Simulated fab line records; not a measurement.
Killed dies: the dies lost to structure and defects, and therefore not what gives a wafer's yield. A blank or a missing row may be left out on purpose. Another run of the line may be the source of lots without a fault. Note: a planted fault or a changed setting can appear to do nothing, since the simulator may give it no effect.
Comparing a struck lot with a sound one | flow n5Finfet | 15 steps out of a route of 1938
Sound: wafers L340.3, L340.4, L340.5. Struck: wafer L354.1; the same lot's L354.4 was not struck, so it is left out; see the end for the cause.
Order at every step that has rows: each side's tool, ch and its chambers, its first start. Under that, the readings that differ: sound wafers | struck wafers | difference of the means | sigmas: that difference in standard deviations of wafers without a fault.
alike: readings whose means differ by less than 2 such deviations, and words and numbers that are the same on both sides. not compared: withheld readings, readings that some wafer has no value for, bounds like >300 that may hide the same value, and numbers for which the record gives no deviation and whose values overlap.
The two part at a step that has a row with sigmas, a row that says differs or no value, or rows on one side only. When numbers do not overlap yet have no deviation, they are printed without sigmas and do not part them. A reading missing from all wafers of one side parts the sides only when that side holds two or more wafers.

first, 8 steps without rows for these wafers: N5_BEOL_M3_COAT_62 (time 60 s, resist thk 12 nm); N5_BEOL_M3_COAT_73 (time 60 s, resist thk 5 nm); N5_BEOL_M3_COAT_05 (resist thk 30 nm); N5_BEOL_M3_EBR_07; N5_BEOL_M3_SOFTBAKE_06 (time 60 s); N5_BEOL_M3_EXPOSE_08 (exposes mask M3); N5_BEOL_M3_PEB_09 (peb time 60 s); N5_BEOL_M3_DEVELOP_10 (develop time 30 s).
N5_BEOL_M3_CD_MEAS_11: the cd target is 17.05 nm.
  sound on cdSem-03 ch 0, day 8 07:01; struck on cdSem-01 ch 0, day 12 06:55
  alike: cdNm
N5_BEOL_M3_OVL_MEAS_12:
  sound on overlay-02 ch 0, day 8 07:03; struck on overlay-01 ch 0, day 12 06:57
reading     | sound       | struck | difference | sigmas
M3_OVL (nm) | 0.6 1.4 0.2 | -1.4   | -2.1       | -3
N5_BEOL_M3_INSPECT_13: inspects for defects (brightfield).
  sound on defectInspect-01 at day 8 07:06; struck on defectInspect-01 at day 12 07:05
  alike: rawDefectCount
N5_BEOL_M3_DESCUM_16: chemistry O2, time 7 s.
  sound on rieDiel-06 ch 0,1,2, day 8 07:10; struck on rieDiel-05 ch 2, day 12 07:08
reading              | sound             | struck | difference | sigmas
throttleValvePct (%) | 20.50 20.35 20.01 | 20.80  | +0.51      | +2
  alike: biasPowerW, drypumpMotorCurrentA, oesProductAu, rfVppV, showerheadPlenumPTorr
  not compared: rfHoursCounterH
N5_BEOL_M3_ETCH_74: etches underlayer in N2/H2, target depth 6.5 nm, time 5.2 s.
  sound on rieDiel-06 ch 0,1,2, day 8 07:13; struck on rieDiel-05 ch 2, day 12 07:10
reading           | sound          | struck | difference | sigmas
etchRfOnTimeS (s) | 5.24 5.32 5.17 | 6.76   | +1.52      | +17
  alike: biasW, drypumpMotorCurrentA, h2FlowSccm, oesProductAu, rfVppV, showerheadPlenumPTorr, throttleValvePct
  not compared: rfHoursCounterH
N5_BEOL_M3_ETCH_63: etches SiARC in CF4, target depth 15.6 nm, time 26 s.
  sound on rieDiel-06 ch 0,1,2, day 8 07:14; struck on rieDiel-05 ch 2, day 12 07:11
  alike: biasW, drypumpMotorCurrentA, etchRfOnTimeS, oesProductAu, rfVppV, showerheadPlenumPTorr, throttleValvePct
  not compared: rfHoursCounterH
N5_BEOL_M4_RC_MEAS_101:
  sound on prober-01 ch 0, day 9 11:58; struck on prober-02 ch 0, day 12 22:10
  alike: DIBL_N, DIBL_P, IOFF_N, IOFF_P, ION_N, ION_P, SS_N, SS_P, VT_N, VT_P

== WHERE THEY PART ==
At N5_BEOL_M3_OVL_MEAS_12 first; at N5_BEOL_M3_ETCH_74 last (within this record only). Later steps at which nothing parts them and some readings are alike: N5_BEOL_M3_ETCH_63, N5_BEOL_M4_RC_MEAS_101.

WHY: what the simulator had put in
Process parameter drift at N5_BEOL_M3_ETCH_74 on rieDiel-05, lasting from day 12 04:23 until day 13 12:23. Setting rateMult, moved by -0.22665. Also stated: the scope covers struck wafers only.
